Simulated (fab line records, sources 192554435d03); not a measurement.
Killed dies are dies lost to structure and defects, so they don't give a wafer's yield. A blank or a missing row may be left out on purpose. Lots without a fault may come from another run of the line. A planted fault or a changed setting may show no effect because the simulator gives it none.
Chamber matching | flow n5_finfet | N5_BEOL_M7_ETCH_65 on rie_diel-06: 4 sister chambers
The step etches SiARC in CF4, target depth 15.6 nm, time 26 s. 4 wafers are shown with their chamber, then 9 later ones without.

WAFERS WITH THEIR CHAMBER
wafer  | chamber | showerhead_plenum_p_Torr (Torr)
L075.5 | 0       | 2.03
L081.1 | 3       | 2.17
L081.5 | 2       | 2.12
L081.6 | 1       | 2.18

WAFERS WITHOUT THEIR CHAMBER
wafer  | showerhead_plenum_p_Torr (Torr)
L085.1 | 2.12
L085.4 | 2.17
L085.6 | 2.18
L088.1 | 2.12
L088.3 | 2.18
L088.4 | 2.17
L093.1 | 2.16
L093.3 | 2.28
L093.6 | 2.12

WHICH CHAMBER EACH WENT THROUGH
wafer  | from the rows above          | in truth
L085.1 | can't be placed: 2 or 3 or 1 | 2
L085.4 | can't be placed: 3 or 1 or 2 | 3
L085.6 | can't be placed: 1 or 3 or 2 | 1
L088.1 | can't be placed: 2 or 3 or 1 | 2
L088.3 | can't be placed: 1 or 3 or 2 | 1
L088.4 | can't be placed: 3 or 1 or 2 | 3
L093.1 | can't be placed: 3 or 1 or 2 | 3
L093.3 | can't be placed: 1 or 3 or 2 | 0
L093.6 | can't be placed: 2 or 3 or 1 | 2
Placed correctly: 0 of 9. Can't be placed from these rows: 9 (the true chamber is among the candidates in 8). Placed wrongly: 0.
How it was worked out, from the rows above alone: a wafer's distance from a chamber is the root of the sum, over the readings, of the square of ((its reading less the chamber's mean) divided by the reading's scatter). The wafer belongs to the nearest chamber; if the next one is less than 2 further off, it can't be placed. A chamber's mean is the mean of its shown wafers. The scatter: with one shown wafer a chamber, the root of the mean of the squares of how far each hidden wafer lies from its nearest shown one.
